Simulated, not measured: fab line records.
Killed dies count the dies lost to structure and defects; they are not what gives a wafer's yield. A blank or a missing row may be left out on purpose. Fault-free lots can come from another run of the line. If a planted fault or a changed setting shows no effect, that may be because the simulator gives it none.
Which tool did it? | flow nand-harc | 24 lots, 72 wafers sampled, at 4 steps of a route of 1159

## WHAT THE GAUGES SHOWED, per wafer
NHARC_A_BLC_INSPECT_28.
lot  | measured     | on                | raw-defect-count
L076 | day 17 17:31 | defect-inspect-01 | 276 551 368
L074 | day 17 17:58 | defect-inspect-02 | 310 262 343
L075 | day 17 20:40 | defect-inspect-02 | 269 321 448
L078 | day 18 04:02 | defect-inspect-01 | 357 421 362
L079 | day 18 08:36 | defect-inspect-02 | 356 555 414
L077 | day 18 09:03 | defect-inspect-01 | 386 532 456
L080 | day 19 15:59 | defect-inspect-01 | 348 603 475
L082 | day 19 16:11 | defect-inspect-01 | 405 541 446
L084 | day 19 20:25 | defect-inspect-01 | 570 405 376
L083 | day 19 20:52 | defect-inspect-01 | 236 372 488
L081 | day 19 21:10 | defect-inspect-01 | 351 341 327
L085 | day 20 13:05 | defect-inspect-01 | 413 425 393
L087 | day 20 14:00 | defect-inspect-02 | 494 452 539
L086 | day 20 18:38 | defect-inspect-01 | 294 300 503
L089 | day 20 22:53 | defect-inspect-02 | 366 322 233
L088 | day 21 08:29 | defect-inspect-02 | 413 439 519
L091 | day 22 00:05 | defect-inspect-01 | 527 494 569
L090 | day 22 00:30 | defect-inspect-02 | 519 556 609
L094 | day 22 05:29 | defect-inspect-02 | 646 777 839
L095 | day 23 04:38 | defect-inspect-02 | 354 614 559
L092 | day 23 05:50 | defect-inspect-01 | 512 437 488
L093 | day 23 12:35 | defect-inspect-01 | 329 278 336
L096 | day 23 14:49 | defect-inspect-02 | 450 389 281
L097 | day 23 17:28 | defect-inspect-01 | 577 581 420

NHARC_A_M0_INSPECT_27.
lot  | measured     | on                | raw-defect-count
L076 | day 17 21:20 | defect-inspect-01 | 353 381 498
L074 | day 17 21:38 | defect-inspect-02 | 467 448 426
L075 | day 18 00:07 | defect-inspect-01 | 320 558 451
L078 | day 18 07:45 | defect-inspect-02 | 457 606 521
L079 | day 18 12:31 | defect-inspect-01 | 580 497 449
L077 | day 18 12:43 | defect-inspect-02 | 309 858 464
L080 | day 19 19:29 | defect-inspect-01 | 248 359 385
L082 | day 19 19:49 | defect-inspect-02 | 468 424 406
L084 | day 20 00:20 | defect-inspect-02 | 622 371 415
L083 | day 20 00:56 | defect-inspect-02 | 443 334 318
L081 | day 20 01:11 | defect-inspect-02 | 718 608 411
L085 | day 20 16:49 | defect-inspect-02 | 326 296 330
L087 | day 20 17:32 | defect-inspect-02 | 494 706 553
L086 | day 20 22:17 | defect-inspect-02 | 570 464 698
L089 | day 21 02:46 | defect-inspect-01 | 368 420 424
L088 | day 21 11:56 | defect-inspect-02 | 467 707 568
L091 | day 22 04:12 | defect-inspect-02 | 977 564 390
L090 | day 22 04:20 | defect-inspect-02 | 391 352 380
L094 | day 22 09:03 | defect-inspect-02 | 801 719 778
L095 | day 23 08:14 | defect-inspect-02 | 402 332 358
L092 | day 23 10:08 | defect-inspect-01 | 370 390 436
L093 | day 23 16:21 | defect-inspect-02 | 521 524 850
L096 | day 23 18:32 | defect-inspect-02 | 506 385 428
L097 | day 23 21:23 | defect-inspect-01 | 579 545 466

## EACH LOT AND THE TOOL THAT RAN IT (in order: tool; ch and the chambers of the sampled wafers; start)
lot  | NHARC_A_BLC_STRIP_21               | NHARC_A_M0_DEGAS_28
L076 | rie-diel-12 ch 2,3, day 17 13:04   | pvd-sputter-01, day 17 19:46
L074 | rie-diel-04 ch 0,1,3, day 17 13:50 | pvd-sputter-03, day 17 20:02
L075 | rie-diel-12 ch 0,2,3, day 17 18:52 | pvd-sputter-01, day 17 22:34
L078 | rie-diel-04 ch 1,3, day 17 22:32   | pvd-sputter-02, day 18 06:12
L079 | rie-diel-04 ch 1,2,3, day 18 06:15 | pvd-sputter-01, day 18 10:45
L077 | rie-diel-04 ch 0,3, day 18 06:41   | pvd-sputter-03, day 18 11:08
L080 | rie-diel-01 ch 0,2, day 19 12:01   | pvd-sputter-03, day 19 17:55
L082 | rie-diel-12 ch 1,2,3, day 19 12:48 | pvd-sputter-02, day 19 18:11
L084 | rie-diel-01 ch 0,1,2, day 19 18:37 | pvd-sputter-01, day 19 22:22
L083 | rie-diel-12 ch 1,2,3, day 19 18:50 | pvd-sputter-02, day 19 22:54
L081 | rie-diel-01 ch 2,3, day 19 19:16   | pvd-sputter-01, day 19 23:12
L085 | rie-diel-01 ch 0,2,3, day 20 10:49 | pvd-sputter-01, day 20 15:16
L087 | rie-diel-01 ch 0,1, day 20 11:45   | pvd-sputter-02, day 20 15:59
L086 | rie-diel-12 ch 0,2,3, day 20 14:49 | pvd-sputter-01, day 20 20:41
L089 | rie-diel-01 ch 0,1, day 20 18:44   | pvd-sputter-02, day 21 01:13
L088 | rie-diel-04 ch 2,3, day 20 21:17   | pvd-sputter-03, day 21 10:22
L091 | rie-diel-04 ch 0,1,2, day 21 18:43 | pvd-sputter-01, day 22 02:37
L090 | rie-diel-12 ch 1,2,3, day 21 19:23 | pvd-sputter-02, day 22 02:46
L094 | rie-diel-01 ch 0,1,2, day 22 03:41 | pvd-sputter-03, day 22 07:23
L095 | rie-diel-04 ch 0,1,3, day 22 17:41 | pvd-sputter-03, day 23 06:31
L092 | rie-diel-04 ch 0,1,2, day 22 21:14 | pvd-sputter-01, day 23 07:58
L093 | rie-diel-04 ch 0,1, day 23 07:20   | pvd-sputter-01, day 23 14:29
L096 | rie-diel-12 ch 0,1, day 23 12:45   | pvd-sputter-03, day 23 16:57
L097 | rie-diel-01 ch 1,2, day 23 15:40   | pvd-sputter-03, day 23 19:39
- NHARC_A_BLC_STRIP_21: strips in O2.
- NHARC_A_M0_DEGAS_28: time 60 s.

## WHAT THE TOOLS THEMSELVES READ (means of the sampled wafers that have a number; where no wafer has one, the mark that the record gives instead)
NHARC_A_BLC_STRIP_21.
lot  | tool        | drypump-motor-current-A (A) | oes-product-au (a.u.) | rf-vpp-V (V) | showerhead-plenum-p-Torr (Torr) | throttle-valve-pct (%)
L076 | rie-diel-12 | 6.1                         | 1.006                 | 57.9         | 3.63                            | 17.034
L074 | rie-diel-04 | 5.6                         | 1.001                 | 57.5         | 3.48                            | 17.033
L075 | rie-diel-12 | 6.0                         | 1.014                 | 58.1         | 3.59                            | 17.039
L078 | rie-diel-04 | 5.5                         | 1.016                 | 57.4         | 3.50                            | 17.032
L079 | rie-diel-04 | 5.6                         | 1.005                 | 57.2         | 3.58                            | 17.037
L077 | rie-diel-04 | 5.7                         | 0.988                 | 57.6         | 3.45                            | 17.038
L080 | rie-diel-01 | 5.4                         | 0.998                 | 58.6         | 3.68                            | 17.041
L082 | rie-diel-12 | 6.0                         | 1.015                 | 57.5         | 3.62                            | 17.038
L084 | rie-diel-01 | 5.3                         | 0.998                 | 58.1         | 3.55                            | 17.039
L083 | rie-diel-12 | 6.0                         | 1.013                 | 58.8         | 3.62                            | 17.033
L081 | rie-diel-01 | 5.7                         | 0.991                 | 58.5         | 3.64                            | 17.039
L085 | rie-diel-01 | 5.5                         | 1.000                 | 58.2         | 3.56                            | 17.033
L087 | rie-diel-01 | 5.1                         | 0.987                 | 57.6         | 3.43                            | 17.043
L086 | rie-diel-12 | 6.0                         | 1.011                 | 58.5         | 3.57                            | 17.032
L089 | rie-diel-01 | 5.1                         | 0.991                 | 56.5         | 3.43                            | 17.042
L088 | rie-diel-04 | 6.1                         | 0.999                 | 58.2         | 3.63                            | 17.040
L091 | rie-diel-04 | 5.2                         | 1.009                 | 57.9         | 3.51                            | 17.036
L090 | rie-diel-12 | 6.0                         | 1.006                 | 57.3         | 3.61                            | 17.035
L094 | rie-diel-01 | 5.3                         | 0.994                 | 58.3         | 3.55                            | 17.036
L095 | rie-diel-04 | 5.6                         | 1.000                 | 57.4         | 3.47                            | 17.040
L092 | rie-diel-04 | 5.2                         | 1.007                 | 57.7         | 3.51                            | 17.033
L093 | rie-diel-04 | 5.1                         | 1.000                 | 57.3         | 3.43                            | 17.036
L096 | rie-diel-12 | 5.8                         | 1.014                 | 57.9         | 3.54                            | 17.041
L097 | rie-diel-01 | 5.4                         | 1.001                 | 57.9         | 3.49                            | 17.034

NHARC_A_M0_DEGAS_28.
lot  | tool           | heater-power-w (W)
L076 | pvd-sputter-01 | 319
L074 | pvd-sputter-03 | 366
L075 | pvd-sputter-01 | 335
L078 | pvd-sputter-02 | 320
L079 | pvd-sputter-01 | 319
L077 | pvd-sputter-03 | 315
L080 | pvd-sputter-03 | 340
L082 | pvd-sputter-02 | 319
L084 | pvd-sputter-01 | 305
L083 | pvd-sputter-02 | 331
L081 | pvd-sputter-01 | 305
L085 | pvd-sputter-01 | 337
L087 | pvd-sputter-02 | 328
L086 | pvd-sputter-01 | 301
L089 | pvd-sputter-02 | 308
L088 | pvd-sputter-03 | 329
L091 | pvd-sputter-01 | 352
L090 | pvd-sputter-02 | 304
L094 | pvd-sputter-03 | 318
L095 | pvd-sputter-03 | 349
L092 | pvd-sputter-01 | 309
L093 | pvd-sputter-01 | 350
L096 | pvd-sputter-03 | 319
L097 | pvd-sputter-03 | 321

## THE ANSWER, worked out from the rows above alone
Rule: the usual values come from the lots themselves. The widest of any qualifying gaps counts: lots, ordered by their means at a reading, are off when they make up no more than a third of the lots, leave a main group of 4 or more, and stand apart from it by 3 or more times the standard deviation of that group's means. If all means in a main group match to the digits the tables above print for the reading, that group is not used. Also off: a lot with no number at a reading for which 4 or more lots have one. Any other lot the step has rows for is counted as sound. First the gauges in route order, then the tools' own readings, where a lot's mean is used as printed above. The first step at which some lot is off is used, and at that step the reading that is off furthest; a lot without a number counts as furthest.
No lot is off on any of the readings shown, so nothing can be concluded from this.

## WHAT HAD BEEN PUT IN BY THE SIMULATOR
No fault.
